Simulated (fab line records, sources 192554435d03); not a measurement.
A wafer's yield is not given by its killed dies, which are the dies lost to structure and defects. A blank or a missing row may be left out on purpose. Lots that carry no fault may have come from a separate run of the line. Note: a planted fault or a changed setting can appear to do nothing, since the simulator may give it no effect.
fab line records	flow n5_finfet
record lots=8	wafers=24	last_day=18
route steps=1938 shown BEOL_M1@839 BEOL_M2@841 BEOL_M4@1111 PASSIVATION@1936
lots that met no fault: taken from a fault-free run of the same line
start_h: start of the lot's first displayed wafer, in hours after the record's first day	wait_h: hours from the lot's prior step to this one	" as in the row above	L1.1+2: one row covering several wafers at once	- either no value or no given start	* or withheld: withheld	< > ~ a bound
route shown NAME@n: NAME is a module with steps in the file, n the number in the route of the first one	usual: mean/standard deviation of fault-free wafers	same: alike in all rows	chamber/n: place in a boat	sites: readings site by site	_std_site: standard deviation across them	_edge_site: inner sites' mean taken away from outer sites' mean	radius_mm: how far each site lies from the wafer's centre	mask NAME#n: copy n	behind: the most recent tool/chamber to have shaped the wafer	hold: cause of the lot's hold/its duration in hours/its outcome	device: transistor that didn't switch, given as n, p or np	end of line: tests run on the same wafers once the route is complete	step lacking rows: just its recipe	killed: dies that structure and defects cost at the first sort, which is not the same as the wafer's yield	map: a wafer's dies, x killed, . not, _ none there
set.NAME: the setting the step ran with; set.NAME@STEP: the setting that earlier step ran with	model.NAME: the simulator's own value behind a step, which no gauge read
the route's steps for a sample of lots (tables are steps, rows are wafers)
services: a tool's chamber out of use, with start hour (start_h, from the record's first day; less than 0 if before it), hours out, and reason
## steps
# step N5_BEOL_M1_RS_MEAS_58
# recipe thk_meas_gauge=four-point-probe	reads=Co_of_BEOL_M1_CO_CAP_55+Cu_of_BEOL_M1_ECD_50+Co_of_BEOL_M1_CVD_47+TaN_of_BEOL_M1_ALD_84
# usual M1_RS=0.662/0.028
lot.wafer	tool	chamber	start_h	wait_h	M1_RS[ohm/sq]
L817.1	film_metro-01	-	166.19	0.0	0.704
L817.3	"	-	"	"	0.644
L817.6	"	-	"	"	0.651
L820.1	film_metro-02	-	185.11	0.0	0.680
L820.4	"	-	"	"	0.661
L820.5	"	-	"	"	0.693
L824.3	film_metro-02	-	211.77	0.1	0.652
L824.4	"	-	"	"	0.640
L824.6	"	-	"	"	0.644
L826.4	film_metro-02	-	223.30	0.0	0.625
L826.5	"	-	"	"	0.656
L826.6	"	-	"	"	0.650
L830.2	film_metro-01	-	246.17	0.1	0.702
L830.5	"	-	"	"	0.644
L830.6	"	-	"	"	0.652
L831.1	film_metro-02	-	253.59	0.0	0.681
L831.4	"	-	"	"	0.648
L831.6	"	-	"	"	0.681
L833.2	film_metro-02	-	257.57	0.1	0.678
L833.4	"	-	"	"	0.623
L833.6	"	-	"	"	0.623
L832.1	film_metro-01	-	258.59	0.0	0.704
L832.3	"	-	"	"	0.704
L832.4	"	-	"	"	0.674
# step N5_BEOL_M2_ILD_DEP_00
# recipe material=SiOC	target_thk_a=790	temp_c=350	precursor=DEMS/O2	pressure_torr=5	rf_w=500	time_s=15.3
# usual heater_power_w=512/83	showerhead_plenum_p_Torr=5.695/0.017	throttle_valve_pct=11.8/0.46
lot.wafer	tool	chamber	start_h	wait_h	heater_power_w	showerhead_plenum_p_Torr	throttle_valve_pct
L817.1	pecvd-01	2	166.25	0.0	531	5.697	12.4
L817.3	"	1	"	"	375	5.682	11.7
L817.6	"	2	"	"	531	5.719	12.6
L820.1	pecvd-02	0	185.17	0.0	387	5.676	11.2
L820.4	"	0	"	"	374	5.669	11.2
L820.5	"	2	"	"	470	5.678	11.7
L824.3	pecvd-03	1	211.83	0.0	522	5.707	12.8
L824.4	"	2	"	"	466	5.678	11.7
L824.6	"	1	"	"	547	5.708	12.4
L826.4	pecvd-02	0	223.38	0.1	434	5.675	11.5
L826.5	"	1	"	"	637	5.709	11.9
L826.6	"	2	"	"	546	5.674	11.9
L830.2	pecvd-02	0	246.23	0.0	376	5.684	11.0
L830.5	"	0	"	"	376	5.688	11.2
L830.6	"	1	"	"	609	5.692	11.9
L831.1	pecvd-03	2	253.66	0.0	531	5.664	11.7
L831.4	"	0	"	"	571	5.727	11.6
L831.6	"	1	"	"	494	5.714	12.7
L833.2	pecvd-02	2	257.63	0.0	496	5.689	11.9
L833.4	"	1	"	"	595	5.701	12.4
L833.6	"	2	"	"	497	5.692	11.9
L832.1	pecvd-03	2	258.65	0.0	471	5.674	11.0
L832.3	"	0	"	"	602	5.717	11.9
L832.4	"	2	"	"	486	5.668	11.6
# step N5_BEOL_M2_STRIP_19
# recipe chemistry=O2	power_w=400	temp_c=40	pressure_mtorr=30	rf_frequency_hz=6e+07	bias_power_w=0	overash_fraction=0.2	o2_flow_sccm=225
# usual chamber_pressure_mTorr=30.003/0.028	drypump_motor_current_A=5.8/0.57	oes_product_au=0.75/0.059	rf_vpp_V=3.7/0.43	showerhead_plenum_p_Torr=2.07/0.062	throttle_valve_pct=16.75/0.28
lot.wafer	tool	chamber	start_h	wait_h	chamber_pressure_mTorr	drypump_motor_current_A	oes_product_au	rf_hours_counter_h	rf_vpp_V	showerhead_plenum_p_Torr	throttle_valve_pct
L817.1	rie_diel-05	3	168.64	0.1	30.009	5.4	0.86	44	2.9	2.05	16.50
L817.3	"	1	"	"	29.954	6.7	0.77	109	3.9	2.12	16.34
L817.6	"	3	"	"	30.026	5.4	0.87	-	3.2	2.05	16.51
L820.1	rie_diel-05	0	186.35	0.1	30.004	6.4	0.82	99	3.7	2.10	16.56
L820.4	"	3	"	"	29.972	5.5	0.87	52	4.2	2.05	16.53
L820.5	"	3	"	"	30.009	5.5	0.86	-	3.6	2.05	16.52
L824.3	rie_diel-02	2	215.30	0.1	29.972	6.1	0.77	123	3.4	2.10	16.65
L824.4	"	3	"	"	30.005	5.7	0.70	215	4.7	2.09	16.96
L824.6	"	1	"	"	30.022	6.7	0.81	-	3.5	2.20	16.34
L826.4	rie_diel-06	0	224.63	0.1	30.010	5.8	0.69	230	4.1	1.97	16.93
L826.5	"	2	"	"	29.989	4.9	0.67	-	3.5	2.15	17.10
L826.6	"	3	"	"	29.967	5.0	0.72	-	3.5	2.01	16.43
L830.2	rie_diel-05	3	247.63	0.1	30.049	5.5	0.82	70	3.7	2.04	16.55
L830.5	"	1	"	"	30.038	6.7	0.75	-	3.6	2.11	16.38
L830.6	"	0	"	"	30.032	6.4	0.80	-	3.9	2.09	16.59
L831.1	rie_diel-05	2	255.23	0.1	29.987	6.3	0.70	220	4.1	2.07	17.01
L831.4	"	1	"	"	29.979	6.7	0.75	140	3.6	2.11	16.40
L831.6	"	3	"	"	29.952	5.5	0.83	-	3.9	2.04	16.57
L833.2	rie_diel-06	2	259.05	0.2	30.013	4.9	0.66	235	3.0	2.15	17.12
L833.4	"	3	"	"	30.024	5.0	0.71	202	3.4	2.01	16.45
L833.6	"	2	"	"	30.017	4.9	0.67	-	3.3	2.15	17.13
L832.1	rie_diel-06	1	261.20	0.2	30.059	5.5	0.68	216	4.4	1.99	17.15
L832.3	"	0	"	"	30.029	5.8	0.67	241	4.0	1.96	16.95
L832.4	"	2	"	"	29.986	4.9	0.67	236	3.5	2.15	17.12
# step N5_BEOL_M2_COAT_68
# recipe resist=SiARC	temp_c=220	time_s=60	spin_rpm=1500	resist_thk_nm=12
# usual exhaust_pa=45.0/0.86	spin_speed_rpm=1500.1/1
lot.wafer	tool	chamber	start_h	wait_h	exhaust_pa	spin_speed_rpm
L817.1	litho_track-05	0	168.75	-	45.0	1499.7
L817.3	"	0	"	"	44.7	1499.8
L817.6	"	0	"	"	44.6	1500.3
L820.1	litho_track-05	0	186.46	-	45.2	1501.1
L820.4	"	0	"	"	45.4	1500.1
L820.5	"	0	"	"	45.5	1501.3
L824.3	litho_track-05	0	215.41	-	45.3	1806.8
L824.4	"	0	"	"	44.8	1806.1
L824.6	"	0	"	"	43.4	1805.8
L826.4	litho_track-05	0	224.74	-	43.1	1806.6
L826.5	"	0	"	"	44.5	1808.9
L826.6	"	0	"	"	45.4	1807.2
L830.2	litho_track-01	0	247.74	-	44.7	1499.3
L830.5	"	0	"	"	44.8	1497.9
L830.6	"	0	"	"	45.8	1499.3
L831.1	litho_track-01	0	255.34	-	44.7	1499.4
L831.4	"	0	"	"	43.9	1501.2
L831.6	"	0	"	"	44.3	1500.0
L833.2	litho_track-01	0	259.16	-	44.8	1499.3
L833.4	"	0	"	"	44.0	1499.5
L833.6	"	0	"	"	44.0	1500.5
L832.1	litho_track-04	0	261.31	-	44.9	1501.7
L832.3	"	0	"	"	46.0	1503.1
L832.4	"	0	"	"	46.0	1500.9
# step N5_BEOL_M2_ETCH_69
# recipe chemistry=CF4	target=SiARC	target_depth_a=156	mask_material=CAR-EUV	time_s=26	ion_energy_ev=80	pressure_mtorr=40	source_w=545	bias_w=36	Ar_flow_sccm=100	cf4_flow_sccm=100	ends=cleared
# usual chamber_pressure_mTorr=40.00/0.034	drypump_motor_current_A=5.6/0.56	etch_rf_on_time_s=26.6/0.66	mfc_ar_sccm=100.0/0.3	oes_product_au=0.62/0.045	rf_vpp_V=183.7/1.2	showerhead_plenum_p_Torr=2.11/0.069	throttle_valve_pct=15.74/0.29
lot.wafer	tool	chamber	start_h	wait_h	chamber_pressure_mTorr	drypump_motor_current_A	etch_rf_on_time_s	mfc_ar_sccm	oes_product_au	rf_hours_counter_h	rf_vpp_V	showerhead_plenum_p_Torr	throttle_valve_pct
L817.1	rie_diel-06	3	169.36	0.0	40.04	5.0	26.4	99.7	0.62	177	183.1	2.05	15.30
L817.3	"	2	"	"	40.00	4.9	27.9	99.7	0.57	209	184.3	2.21	16.05
L817.6	"	1	"	"	40.01	5.5	26.5	100.4	0.60	-	183.7	2.05	16.00
L820.1	rie_diel-05	1	186.91	0.0	39.98	6.7	27.0	99.9	0.65	116	183.4	2.16	15.27
L820.4	"	3	"	"	39.99	5.4	26.5	99.9	0.72	52	184.2	2.09	15.39
L820.5	"	2	"	"	40.03	6.2	26.4	99.8	0.61	-	182.8	2.14	15.98
L824.3	rie_diel-06	1	215.87	0.0	40.01	5.5	24.0	99.9	0.60	201	182.3	2.04	16.04
L824.4	"	0	"	"	40.04	5.8	24.3	99.5	0.59	227	182.6	2.02	15.93
L824.6	"	2	"	"	39.97	4.9	24.8	100.3	0.56	-	185.4	2.20	16.07
L826.4	rie_diel-06	3	225.20	0.0	39.98	5.0	24.0	99.7	0.61	192	183.6	2.05	15.33
L826.5	"	2	"	"	39.95	4.9	24.8	99.9	0.57	-	185.5	2.20	16.09
L826.6	"	3	"	"	39.97	5.0	24.0	99.6	0.61	-	181.6	2.05	15.35
L830.2	rie_diel-06	1	248.19	0.0	40.04	5.5	26.4	100.4	0.59	211	182.5	2.04	16.04
L830.5	"	2	"	"	39.93	4.9	27.6	99.9	0.56	-	185.0	2.20	16.09
L830.6	"	3	"	"	40.02	5.0	26.6	99.6	0.60	-	181.4	2.05	15.36
L831.1	rie_diel-02	2	255.97	0.0	40.01	6.1	26.9	100.1	0.64	138	184.2	2.14	15.64
L831.4	"	3	"	"	39.98	5.7	25.9	100.3	0.60	230	184.5	2.12	15.88
L831.6	"	3	"	"	39.99	5.7	25.8	99.7	0.60	-	183.9	2.12	15.87
L833.2	rie_diel-06	0	259.77	0.0	39.99	5.7	26.8	99.7	0.58	241	181.8	2.02	15.93
L833.4	"	2	"	"	39.96	4.9	27.7	99.8	0.56	236	187.1	2.20	16.11
L833.6	"	3	"	"	40.01	5.0	26.5	99.4	0.60	-	183.0	2.05	15.36
L832.1	rie_diel-02	2	261.76	0.0	39.97	6.1	26.9	99.7	0.64	140	185.7	2.14	15.64
L832.3	"	1	"	"	39.99	6.7	25.9	100.2	0.68	109	185.9	2.25	15.42
L832.4	"	3	"	"	39.96	5.7	25.8	99.2	0.60	232	184.2	2.12	15.90
# step N5_BEOL_M4_RC_MEAS_101
# usual DIBL_N=36.3/2	DIBL_P=36.3/2.4	IOFF_N=0.16/0.034	IOFF_P=0.21/0.035	ION_N=672/12	ION_P=459/6.5	SS_N=71.6/0.67	SS_P=73.3/0.71	VT_N=250/3.5	VT_P=-251/3
lot.wafer	tool	chamber	start_h	wait_h	DIBL_N[mV/V]	DIBL_P[mV/V]	IOFF_N[nA/um]	IOFF_P[nA/um]	ION_N[uA/um]	ION_P[uA/um]	SS_N[mV/dec]	SS_P[mV/dec]	VT_N[mV]	VT_P[mV]
L817.1	prober-01	0	200.49	0.0	34.8	35.7	0.14	0.19	674	460	71.6	72.7	251	-250
L817.3	"	0	"	"	36.4	37.8	0.16	0.22	675	467	71.6	73.9	249	-249
L817.6	"	0	"	"	36.4	36.9	0.17	0.21	680	458	70.6	73.1	247	-251
L820.1	prober-02	0	242.48	0.0	36.2	34.9	0.14	0.16	668	452	71.8	73.0	253	-257
L820.4	"	0	"	"	40.1	40.8	0.23	0.26	681	462	72.4	73.9	245	-251
L820.5	"	0	"	"	39.7	37.9	0.20	0.21	677	453	73.6	73.3	252	-252
L824.3	prober-01	0	261.57	0.3	35.5	37.5	0.15	0.22	664	458	72.0	73.6	253	-248
L824.4	"	0	"	"	36.9	38.8	0.19	0.23	671	459	72.6	73.9	249	-249
L824.6	"	0	"	"	38.3	40.6	0.22	0.28	679	465	72.3	74.3	244	-247
L826.4	prober-01	0	286.85	0.5	33.0	33.7	0.12	0.18	658	457	71.0	72.3	253	-250
L826.5	"	0	"	"	36.1	36.9	0.17	0.23	656	454	71.5	73.2	250	-248
L826.6	"	0	"	"	35.6	36.2	0.15	0.22	669	455	71.2	73.1	250	-251
L831.1	prober-02	0	296.20	0.0	36.1	35.6	0.18	0.19	695	465	71.7	73.0	246	-253
L831.4	"	0	"	"	35.3	35.6	0.17	0.19	681	459	71.2	72.9	247	-252
L831.6	"	0	"	"	33.6	32.8	0.13	0.15	672	451	71.2	72.8	252	-256
L830.2	prober-02	0	308.36	0.2	36.9	37.5	0.17	0.21	678	459	71.0	73.6	248	-251
L830.5	"	0	"	"	34.1	33.3	0.12	0.14	659	448	70.7	72.5	255	-256
L830.6	"	0	"	"	39.1	39.4	0.21	0.23	682	458	72.3	73.4	246	-251
L833.2	prober-02	0	313.77	0.2	36.8	36.2	0.16	0.20	676	458	71.6	74.0	251	-249
L833.4	"	0	"	"	33.8	32.4	0.12	0.15	666	460	70.9	72.0	255	-256
L833.6	"	0	"	"	34.3	33.0	0.13	0.16	672	459	70.7	72.4	253	-252
L832.1	prober-01	0	317.86	0.0	37.9	38.8	0.20	0.25	699	473	72.3	74.4	245	-248
L832.3	"	0	"	"	37.1	37.0	0.18	0.22	679	463	71.9	73.8	246	-249
L832.4	"	0	"	"	40.2	40.1	0.24	0.28	693	469	72.8	74.6	243	-250
# step N5_PASSIVATION_PROBE_49
# usual defect_limited_yield=91.4/1.5	killed_at_M0_to_M3=33/11	killed_at_M4_up=14/5.3	killed_at_contacts=13/6.2	killed_at_front_end=39/13	killed_at_other=3.1/2.8	killed_dies=102/17	killed_open=68/13	killed_short=32/7.8	sort_bin_4_leakage=0.00/0.007	sort_bin_5_function=5.1/0.95	sort_bin_6_memory=3.2/0.7	sort_n_pass=1078/18	sort_yield_pct=91.3/1.5
# same gross_dies=1180	killed_at_back_side=0	sort_bin_8_speed[%]=0
lot.wafer	tool	chamber	start_h	wait_h	defect_limited_yield[%]	killed_at_M0_to_M3	killed_at_M4_up	killed_at_contacts	killed_at_front_end	killed_at_other	killed_dies	killed_open	killed_short	sort_bin_4_leakage[%]	sort_bin_5_function[%]	sort_bin_6_memory[%]	sort_n_pass	sort_yield_pct[%]
L817.1	prober-01	-	336.63	0.3	91.4	30	23	5	41	2	101	67	34	0	5.0	3.4	1079	91.4
L817.3	prober-01	-	336.73	0.4	90.6	31	16	8	55	1	111	68	38	0	5.8	3.1	1069	90.6
L817.6	prober-01	-	336.88	0.5	90.8	35	19	12	41	2	109	77	32	0	4.9	4.2	1071	90.8
L820.1	prober-02	-	342.88	0.0	91.4	51	9	5	34	2	101	65	36	0	5.0	3.4	1079	91.4
L820.4	prober-02	-	343.03	0.2	91.2	39	17	6	39	3	104	67	32	0.08	4.7	3.5	1075	91.1
L820.5	prober-02	-	343.08	0.2	91.7	45	8	11	31	3	98	71	26	0	4.8	3.5	1082	91.7
L824.3	prober-01	-	373.16	0.1	90.3	27	14	15	58	0	114	86	28	0	6.3	3.1	1066	90.3
L824.4	prober-01	-	373.21	0.2	90.8	28	15	15	49	1	108	79	28	0	5.3	3.5	1072	90.8
L824.6	prober-01	-	373.31	0.3	91.3	22	5	21	44	11	103	70	32	0	5.3	3.2	1077	91.3
L826.4	prober-02	-	388.78	0.2	89.8	29	8	20	53	10	120	75	42	0	5.4	4.4	1060	89.8
L826.5	prober-02	-	388.83	0.2	92.1	25	11	18	36	3	93	53	40	0	4.7	3.0	1087	92.1
L826.6	prober-02	-	388.88	0.3	90.3	38	12	16	47	1	114	77	37	0	5.7	3.6	1066	90.3
L831.1	prober-01	-	404.50	0.0	92.5	44	9	9	26	1	89	65	24	0	4.4	3.0	1091	92.5
L831.4	prober-01	-	404.65	0.2	90.3	36	20	19	37	3	115	73	42	0	5.9	3.5	1065	90.3
L831.6	prober-01	-	404.75	0.3	95.0	20	10	12	16	1	59	35	24	0	2.6	2.3	1121	95.0
L833.2	prober-02	-	419.96	0.1	92.1	34	7	11	41	0	93	66	27	0	4.7	3.1	1087	92.1
L833.4	prober-02	-	420.06	0.2	91.8	37	18	10	32	0	97	70	25	0	4.6	3.3	1083	91.8
L833.6	prober-02	-	420.16	0.3	92.5	37	12	9	29	2	89	62	26	0	4.6	2.9	1091	92.5
L830.2	prober-02	-	422.91	0.1	90.2	56	6	6	45	3	116	65	41	0	4.8	3.9	1064	90.2
L830.5	prober-02	-	423.06	0.2	89.6	34	13	18	56	2	123	84	36	0	6.8	3.1	1057	89.6
L830.6	prober-02	-	423.11	0.3	89.0	46	13	14	55	2	130	76	52	0	6.4	3.9	1050	89.0
L832.1	prober-01	-	427.37	0.0	92.3	19	20	11	34	7	91	64	26	0	4.7	2.8	1089	92.3
L832.3	prober-01	-	427.47	0.1	94.6	21	12	7	20	4	64	40	24	0	3.6	1.4	1116	94.6
L832.4	prober-01	-	427.52	0.2	92.5	19	17	10	39	3	88	56	32	0	3.6	3.1	1092	92.5
# killed by level:class
L817.1 FIN_SAQP:geometric_particle:open=16 BEOL_M3:geometric_particle:open=11 BEOL_M4:geometric_particle:open=10 FIN_SAQP:geometric_particle:short=9 BEOL_M0_SAQP:geometric_particle:short=8 MOL_CONTACT_COAG:geometric_particle:open=5 BEOL_M8:geometric_particle:open=5 BEOL_M0_SAQP:geometric_particle:open=3
L817.3 FIN_SAQP:geometric_particle:open=17 STI_FIN_REVEAL:geometric_particle:open=8 BEOL_M0_SAQP:geometric_particle:short=8 FIN_SAQP:geometric_particle:short=7 BEOL_M0_SAQP:geometric_particle:open=7 DUMMY_GATE:geometric_particle:open=6 MOL_CONTACT_COAG:geometric_particle:open=5 BEOL_M1:geometric_particle:short=5
L817.6 BEOL_M4:geometric_particle:open=13 FIN_SAQP:geometric_particle:open=10 DUMMY_GATE:geometric_particle:open=8 MOL_CONTACT_COAG:geometric_particle:open=8 BEOL_M2:geometric_particle:open=8 FIN_SAQP:geometric_particle:short=7 BEOL_M0_SAQP:geometric_particle:open=7 BEOL_M3:geometric_particle:open=7
L820.1 BEOL_M3:geometric_particle:open=14 BEOL_M2:geometric_particle:open=11 BEOL_M0_SAQP:geometric_particle:open=8 FIN_SAQP:geometric_particle:open=6 BEOL_M2:geometric_particle:short=6 BEOL_M0_SAQP:geometric_particle:short=5 FIN_SAQP:geometric_particle:short=4 BEOL_M0:geometric_particle:open=4
L820.4 BEOL_M2:geometric_particle:open=20 FIN_SAQP:geometric_particle:short=9 FIN_SAQP:geometric_particle:open=7 BEOL_M3:geometric_particle:open=7 MOL_CONTACT_COAG:geometric_particle:open=6 STI_FIN_REVEAL:geometric_particle:open=5 BEOL_M4:geometric_particle:open=5 GATE_CUT:geometric_particle:open=4
L820.5 BEOL_M2:geometric_particle:open=17 MOL_CONTACT_COAG:geometric_particle:open=11 STI_FIN_REVEAL:geometric_particle:open=9 BEOL_M3:geometric_particle:open=9 BEOL_M0_SAQP:geometric_particle:open=7 FIN_SAQP:geometric_particle:short=6 BEOL_M0_SAQP:geometric_particle:short=5 STI_FIN_REVEAL:geometric_particle:short=3
L824.3 STI_FIN_REVEAL:geometric_particle:open=20 BEOL_M2:geometric_particle:open=14 MOL_CONTACT_COAG:geometric_particle:open=11 FIN_SAQP:geometric_particle:open=9 FIN_SAQP:geometric_particle:short=7 DUMMY_GATE:geometric_particle:open=7 MOL_CONTACT_COAG:geometric_particle:short=4 BEOL_M0_SAQP:geometric_particle:open=4
L824.4 STI_FIN_REVEAL:geometric_particle:open=18 MOL_CONTACT_COAG:geometric_particle:open=12 BEOL_M1:geometric_particle:open=9 FIN_SAQP:geometric_particle:open=8 FIN_SAQP:geometric_particle:short=6 BEOL_M2:geometric_particle:open=6 BEOL_M4:geometric_particle:open=6 BEOL_M0_SAQP:geometric_particle:short=5
L824.6 MOL_CONTACT_COAG:geometric_particle:open=17 STI_FIN_REVEAL:geometric_particle:open=16 BEOL_M0_SAQP:geometric_particle:short=5 BEOL_M3:geometric_particle:open=5 FIN_SAQP:geometric_particle:open=4 FIN_SAQP:geometric_particle:short=4 STI_FIN_REVEAL:geometric_particle:short=4 GATE_CUT:geometric_particle:open=4
L826.4 MOL_CONTACT_COAG:geometric_particle:open=18 STI_FIN_REVEAL:geometric_particle:open=14 FIN_SAQP:geometric_particle:short=11 BEOL_M2:geometric_particle:open=9 FIN_SAQP:geometric_particle:open=7 BEOL_M0_SAQP:geometric_particle:short=6 GATE_CUT:geometric_particle:short=5 STARTING-WAFER:geometric_particle:short=5
L826.5 MOL_CONTACT_COAG:geometric_particle:open=15 BEOL_M2:geometric_particle:open=10 FIN_SAQP:geometric_particle:short=9 FIN_SAQP:geometric_particle:open=7 GATE_CUT:geometric_particle:short=7 BEOL_M4:geometric_particle:short=5 BEOL_M0_SAQP:geometric_particle:short=4 MOL_CONTACT_COAG:geometric_particle:short=3
L826.6 MOL_CONTACT_COAG:geometric_particle:open=13 DUMMY_GATE:geometric_particle:open=10 BEOL_M4:geometric_particle:open=10 BEOL_M0_SAQP:geometric_particle:short=10 BEOL_M2:geometric_particle:open=9 FIN_SAQP:geometric_particle:short=8 FIN_SAQP:geometric_particle:open=7 BEOL_M0_SAQP:geometric_particle:open=7
L831.1 BEOL_M0_SAQP:geometric_particle:open=19 BEOL_M0_SAQP:geometric_particle:short=11 MOL_CONTACT_COAG:geometric_particle:open=8 FIN_SAQP:geometric_particle:open=5 DUMMY_GATE:geometric_particle:open=4 BEOL_M2:geometric_particle:open=4 BEOL_M3:geometric_particle:open=4 STARTING-WAFER:geometric_particle:open=4
L831.4 BEOL_M0_SAQP:geometric_particle:short=16 MOL_CONTACT_COAG:geometric_particle:open=15 BEOL_M0_SAQP:geometric_particle:open=13 BEOL_M4:geometric_particle:open=9 FIN_SAQP:geometric_particle:short=7 STI_FIN_REVEAL:geometric_particle:open=7 FIN_SAQP:geometric_particle:open=6 STARTING-WAFER:geometric_particle:open=5
L831.6 MOL_CONTACT_COAG:geometric_particle:open=10 BEOL_M0_SAQP:geometric_particle:open=8 BEOL_M0_SAQP:geometric_particle:short=7 BEOL_M2:geometric_particle:short=4 BEOL_M6:geometric_particle:open=4 FIN_SAQP:geometric_particle:short=3 FIN_SAQP:geometric_particle:open=3 STARTING-WAFER:geometric_particle:short=3
L833.2 FIN_SAQP:geometric_particle:open=21 BEOL_M3:geometric_particle:open=13 MOL_CONTACT_COAG:geometric_particle:open=8 FIN_SAQP:geometric_particle:short=7 BEOL_M0_SAQP:geometric_particle:open=5 BEOL_M0_SAQP:geometric_particle:short=5 BEOL_M1:geometric_particle:open=5 DUMMY_GATE:geometric_particle:open=4
L833.4 MOL_CONTACT_COAG:geometric_particle:open=10 BEOL_M0_SAQP:geometric_particle:open=10 BEOL_M1:geometric_particle:open=8 STARTING-WAFER:geometric_particle:open=8 BEOL_M0_SAQP:geometric_particle:short=6 BEOL_M4:geometric_particle:open=6 STI_FIN_REVEAL:geometric_particle:open=5 BEOL_M3:geometric_particle:open=5
L833.6 BEOL_M1:geometric_particle:open=9 BEOL_M3:geometric_particle:open=9 MOL_CONTACT_COAG:geometric_particle:open=8 BEOL_M5:geometric_particle:open=7 BEOL_M0_SAQP:geometric_particle:open=6 BEOL_M0_SAQP:geometric_particle:short=6 FIN_SAQP:geometric_particle:open=5 DUMMY_GATE:geometric_particle:short=4
L830.2 BEOL_M0_SAQP:geometric_particle:short=11 BEOL_M0_SAQP:geometric_particle:open=10 BEOL_M3:geometric_particle:open=10 STI_FIN_REVEAL:geometric_particle:open=9 FIN_SAQP:geometric_particle:open=8 BEOL_M2:geometric_particle:open=8 HKMG_FIN:area_etch=8 FIN_SAQP:geometric_particle:short=7
L830.5 MOL_CONTACT_COAG:geometric_particle:open=15 FIN_SAQP:geometric_particle:open=12 STI_FIN_REVEAL:geometric_particle:open=12 BEOL_M0_SAQP:geometric_particle:open=9 BEOL_M0_SAQP:geometric_particle:short=9 FIN_SAQP:geometric_particle:short=6 DUMMY_GATE:geometric_particle:open=6 BEOL_M2:geometric_particle:open=5
L830.6 FIN_SAQP:geometric_particle:open=12 FIN_SAQP:geometric_particle:short=9 BEOL_M2:geometric_particle:open=9 STARTING-WAFER:geometric_particle:short=9 MOL_CONTACT_COAG:geometric_particle:open=8 BEOL_M0_SAQP:geometric_particle:open=8 BEOL_M0_SAQP:geometric_particle:short=7 BEOL_M1:geometric_particle:open=7
L832.1 MOL_CONTACT_COAG:geometric_particle:open=10 BEOL_M4:geometric_particle:open=10 GATE_CUT:geometric_particle:short=8 FIN_SAQP:geometric_particle:open=7 BEOL_M0_SAQP:geometric_particle:open=6 FIN_SAQP:geometric_particle:short=4 GATE_CUT:geometric_particle:open=4 BEOL_M0_SAQP:geometric_particle:short=4
L832.3 BEOL_M2:geometric_particle:open=7 MOL_CONTACT_COAG:geometric_particle:open=6 GATE_CUT:geometric_particle:open=5 BEOL_M4:geometric_particle:open=5 GATE_CUT:geometric_particle:short=4 FIN_SAQP:geometric_particle:short=3 FIN_SAQP:geometric_particle:open=3 STI_FIN_REVEAL:geometric_particle:short=3
L832.4 BEOL_M4:geometric_particle:open=9 FIN_SAQP:geometric_particle:short=8 FIN_SAQP:geometric_particle:open=7 MOL_CONTACT_COAG:geometric_particle:open=6 BEOL_M2:geometric_particle:open=6 STI_FIN_REVEAL:geometric_particle:open=5 GATE_CUT:geometric_particle:open=5 BEOL_M0_SAQP:geometric_particle:short=5
## services
tool	chamber	start_h	hours	kind
rie_diel-05	-	146.10	14.6	pm
litho_track-05	-	157.26	-	consumable_replace:filter
rie_diel-05	0	161.45	14.5	repair
litho_track-01	-	170.04	-	consumable_replace:filter
rie_diel-05	2	176.47	4.3	repair
pecvd-01	-	190.66	14.6	pm
pecvd-01	2	205.26	-	clean
pecvd-01	2	205.26	-	consumable_replace:showerhead
pecvd-01	2	205.26	29.0	scheduled_down
pecvd-01	2	205.26	29.0	vent_cycle
rie_diel-02	-	212.23	1.0	repair
pecvd-03	0	222.15	4.3	repair
rie_diel-06	-	227.77	0.4	repair
rie_diel-05	3	229.94	6.9	repair
rie_diel-05	2	235.44	7.4	repair
litho_track-04	-	242.79	-	consumable_replace:filter
pecvd-03	-	250.63	0.8	pm
rie_diel-05	-	260.09	1.4	repair
## key
first_sign step=N5_BEOL_M2_COAT_68	reading=spin_speed_rpm	direction=up	sigmas=99+	usual=*	struck=*
effect step=N5_BEOL_M2_ETCH_69	reading=etch_rf_on_time_s	direction=down	sigmas=3.4	usual=*	struck=*
met_at N5_BEOL_M2_COAT_68
struck_lots L824,L826
not_acting_at N5_BEOL_M1_RS_MEAS_58,N5_BEOL_M2_ILD_DEP_00,N5_BEOL_M2_STRIP_19
onset_between 186.46 215.41
fault kind=process_parameter_drift	tool=litho_track-05	chamber=-	onset_h=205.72	steps=N5_BEOL_M2_COAT_68	channel=spin_rpm	offset=*	shape=step	end_h=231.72	acts_in=*	stated=*
